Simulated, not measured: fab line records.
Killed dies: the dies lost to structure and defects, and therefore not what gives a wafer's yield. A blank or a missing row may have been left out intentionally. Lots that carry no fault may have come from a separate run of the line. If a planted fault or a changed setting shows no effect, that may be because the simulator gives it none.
Struck lot and sound lot, side by side -- flow nand_harc -- 14 steps out of a route of 1302
Sound: these wafers, L189.2, L189.3, L189.6. Struck: wafer L196.6; the same lot's L196.1 was not struck, so it is left out; see the end for the cause.
At each step with rows: each side's tool, then ch and its chambers, then its first start. Under that, the readings that differ: sound wafers -- struck wafers -- difference of the means -- sigmas: that difference in standard deviations of wafers without a fault.
alike: words and numbers the same on both sides, and readings whose means are apart by under 2 such deviations; not compared: readings that were withheld, readings missing a value for some wafer, numbers with overlapping values and no deviation given by the record, and bounds like >300 which may hide the same value.
A row with sigmas, a row that says differs or no value, or rows on one side alone: a step with any of these is where the two part. Numbers that have no deviation but don't overlap get no sigmas and don't part them. A reading missing from all wafers of one side parts the sides only when that side holds two or more wafers.

NHARC_A_SLIT_ETCH_26: etches the open film in C4F8/O2/Ar, time 90 s, target depth 400 nm.
  sound on har_etch-02 ch 0,1, day 20 22:07; struck on har_etch-01 ch 0, day 23 22:08
reading,sound,struck,difference,sigmas
he_backside_leak_sccm (sccm),4.7 5.8 5.6,7.8,+2.4,+3
  alike: drypump_motor_current_A, showerhead_plenum_p_Torr, throttle_valve_pct
  not compared: rf_hours_counter_h
then, 1 step without rows for these wafers: NHARC_A_SLIT_STRIP_28 (strips in O2/COS).
NHARC_A_SLIT_ETCH_29: etches the open film in CF4/O2, target depth 100 nm, overetch 10 nm, time 55 s.
  sound on rie_diel-10 ch 0,3, day 20 22:58; struck on rie_diel-01 ch 2, day 23 23:01
  alike: drypump_motor_current_A, oes_product_au, rf_vpp_V, showerhead_plenum_p_Torr, throttle_valve_pct
  not compared: rf_hours_counter_h
NHARC_A_SLIT_STRIP_18: strips in O2.
  sound on rie_diel-10 ch 1,2,3; struck on rie_diel-01 ch 0
  alike: drypump_motor_current_A, oes_product_au, rf_vpp_V, showerhead_plenum_p_Torr, throttle_valve_pct
  not compared: rf_hours_counter_h
then, 2 steps without rows for these wafers: NHARC_A_SLIT_PRECLEAN_19 (cleans in SC1); NHARC_A_SLIT_SRD_20.
NHARC_A_SLIT_CD_MEAS_21:
  struck on cd_sem-01, day 23 23:35; sound on cd_sem-02, day 20 23:30
  alike: cd_nm
then, 3 steps without rows for these wafers: NHARC_A_SIN_REMOVE_WET_00 (chemistry H3PO4, time 15300 s); NHARC_A_SIN_REMOVE_PRECLEAN_01 (cleans in SC1); NHARC_A_SIN_REMOVE_SRD_02.
NHARC_A_SIN_REMOVE_INSPECT_04:
  struck on defect_inspect-02, day 24 06:17; sound on defect_inspect-02, day 21 06:43
  alike: raw_defect_count
NHARC_A_WL_FILL_ALD_00: deposits Al2O3, target thk 3 nm, pulse time 3 s, ald cycles 30.
  sound on ald_hk-02 ch 0,1, day 21 06:48; struck on ald_hk-02 ch 0, day 24 06:24
reading,sound,struck,difference,sigmas
ald_cycles,30 30 30,41,+11,
  alike: heater_power_w, precursor_pulse_height_rel
NHARC_A_WL_FILL_RTA_01: time 5 s.
  sound on rtp_anneal-01 ch 0, day 21 07:17; struck on rtp_anneal-02 ch 0, day 24 06:37
reading,sound,struck,difference,sigmas
lamp_power_pct (%),29.7 29.7 29.7,26.8,-2.9,-2
lamp_zone_2_pct (%),29.7 29.7 29.7,26.8,-2.9,-2
  alike: wafer_temp_C_max
-- jump in the record: it breaks off in module A_WL_FILL and resumes in module END (first step shown: number 1302 of the route), and 4 days separate the struck wafers' starts before and after --
NHARC_END_SORT_01:
  here the record holds rows for the struck wafers (prober-01 ch 0, day 28 15:08) but none for the sound ones

== WHERE THEY PART ==
First at NHARC_A_SLIT_ETCH_26; last, within this record, at NHARC_END_SORT_01.

WHY: the cause the simulator had injected
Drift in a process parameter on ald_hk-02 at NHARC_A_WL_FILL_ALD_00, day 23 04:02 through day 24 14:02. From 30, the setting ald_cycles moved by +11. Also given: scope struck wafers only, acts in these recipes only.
